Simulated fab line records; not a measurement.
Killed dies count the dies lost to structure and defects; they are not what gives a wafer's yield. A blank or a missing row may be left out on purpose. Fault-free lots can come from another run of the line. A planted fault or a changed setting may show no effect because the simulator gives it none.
Chamber matching | flow n5Finfet | 4 sister chambers for N5_BEOL_M3_ETCH_69 on rieDiel-06
The step etches SiARC in CF4, target depth 15.6 nm, time 26 s. 7 wafers are shown with their chamber, then 9 later ones without.

== WAFERS, EACH WITH ITS CHAMBER ==
wafer  | chamber | drypumpMotorCurrentA (A) | showerheadPlenumPTorr (Torr)
L078.1 | 0       | 5.7                      | 2.18
L080.1 | 2       | 6.5                      | 2.15
L080.2 | 3       | 6.6                      | 2.08
L080.6 | 1       | 5.5                      | 2.05
L082.3 | 3       | 6.5                      | 2.08
L082.4 | 2       | 6.5                      | 2.14
L082.5 | 1       | 5.5                      | 2.05

== WAFERS WHOSE CHAMBER IS MISSING ==
wafer  | drypumpMotorCurrentA (A) | showerheadPlenumPTorr (Torr)
L085.2 | 5.5                      | 2.05
L085.4 | 6.5                      | 2.14
L085.5 | 6.5                      | 2.14
L091.1 | 6.5                      | 2.14
L091.2 | 6.6                      | 2.07
L091.5 | 5.5                      | 2.04
L093.1 | 5.7                      | 2.17
L093.2 | 6.5                      | 2.07
L093.5 | 6.6                      | 2.07

== THE CHAMBER EACH PASSED THROUGH ==
wafer  | from the rows above | in truth
L085.2 | 1                   | 1
L085.4 | 2                   | 2
L085.5 | 2                   | 2
L091.1 | 2                   | 2
L091.2 | 3                   | 3
L091.5 | 1                   | 1
L093.1 | 0                   | 0
L093.2 | 3                   | 3
L093.5 | 3                   | 3
9 of 9 placed correctly. Left unplaced by these rows: 0. 0 placed wrongly.
How it was worked out, from the rows above alone: a wafer's distance from a chamber is the root of the sum, over the readings, of the square of ((its reading less the chamber's mean) divided by the reading's scatter). If the next closest chamber is less than 2 further off than the closest, the wafer can't be placed; otherwise it belongs to the closest. For every chamber, the mean is computed from those of its wafers that are shown. The scatter: take each reading less its chamber's mean, square it, sum over the shown wafers, divide by the number of wafers less the number of chambers, and take the root.
